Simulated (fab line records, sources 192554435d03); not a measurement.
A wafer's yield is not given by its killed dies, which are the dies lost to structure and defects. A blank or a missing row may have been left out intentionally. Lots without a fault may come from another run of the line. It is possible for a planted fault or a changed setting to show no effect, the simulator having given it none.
Which tool is to blame? | flow n5 finfet | 6 lots, 14 wafers sampled, at 4 steps of a route of 1938

WHAT THE GAUGES READ, wafer by wafer
N5_MIM_BOT_LITHO_CD_MEAS_08: the cd target is 3000 nm.
lot  | measured     | on        | cd nm (nm)
L983 | day 11 12:48 | cd sem-03 | 2999.3 3000.7
L985 | day 12 06:28 | cd sem-03 | 3001.5 3001.6
L987 | day 12 17:22 | cd sem-02 | 3004.9 2999.6 2999.6
L991 | day 13 10:04 | cd sem-01 | 3001.7 3003.5 3001.4
L998 | day 15 20:49 | cd sem-01 | 3052.9 3000.6
L104 | day 17 02:14 | cd sem-03 | 3003.8 3003.4

EACH LOT AND THE TOOL THAT RAN IT (in order: tool; ch and the chambers of the sampled wafers; start)
lot  | N5_BEOL_M15_SPUTTER_45       | N5_BEOL_M15_CMP_49            | N5_MIM_BOT_LITHO_EXPOSE_05
L983 | pvd sputter-02, day 11 06:15 | cmp-04 ch 2,3, day 11 06:54   | krf scanner-02 ch 0, day 11 12:37
L985 | pvd sputter-03, day 12 00:38 | cmp-04 ch 1, day 12 01:34     | krf scanner-02 ch 0, day 12 06:17
L987 | pvd sputter-02, day 12 10:30 | cmp-02 ch 1,2,3, day 12 11:30 | krf scanner-01 ch 0, day 12 17:12
L991 | pvd sputter-03, day 13 04:54 | cmp-04 ch 0,2,3, day 13 05:40 | krf scanner-01 ch 0, day 13 09:53
L998 | pvd sputter-02, day 15 15:32 | cmp-01 ch 0,3, day 15 16:20   | krf scanner-01 ch 0, day 15 20:38
L104 | pvd sputter-01, day 16 19:49 | cmp-04 ch 0,3, day 16 20:35   | krf scanner-02 ch 0, day 17 02:04
- N5_BEOL_M15_SPUTTER_45: material Cu, target thk 100 nm, time 16.67 s.
- N5_BEOL_M15_CMP_49: polishes, stops on SiO2, t overpolish 4.9 s, target thk 850 nm.
- N5_MIM_BOT_LITHO_EXPOSE_05: exposes mask MIM BOT.

THE ANSWER, worked out from the rows above alone
Rule: the lots themselves supply what counts as usual. The widest of any qualifying gaps counts: lots, ordered by their means at a reading, are off when they make up no more than a third of the lots, leave a main group of 4 or more, and stand apart from it by 3 or more times the standard deviation of that group's means. A main group whose means are all the same, to the digits that the tables above print for the reading, isn't used. Also off: a lot with no number at a reading for which 4 or more lots have one. The other lots that the step has rows for count as sound.
Off: L998 (N5_MIM_BOT_LITHO_CD_MEAS_08, cd nm). Main group: mean 3001.7 nm, sd 1.2.
If a tool, at a process step before that reading, ran all the lots that are off and no sound lot after the first of them, it fits. Those tools and the gauges at N5_MIM_BOT_LITHO_CD_MEAS_08 are tried in the same way. Can't be told from this: 4 tools fit, pvd sputter-02 at N5_BEOL_M15_SPUTTER_45, cmp-01 at N5_BEOL_M15_CMP_49, krf scanner-01 at N5_MIM_BOT_LITHO_EXPOSE_05, cd sem-01 at N5_MIM_BOT_LITHO_CD_MEAS_08.

WHAT THE SIMULATOR PUT IN
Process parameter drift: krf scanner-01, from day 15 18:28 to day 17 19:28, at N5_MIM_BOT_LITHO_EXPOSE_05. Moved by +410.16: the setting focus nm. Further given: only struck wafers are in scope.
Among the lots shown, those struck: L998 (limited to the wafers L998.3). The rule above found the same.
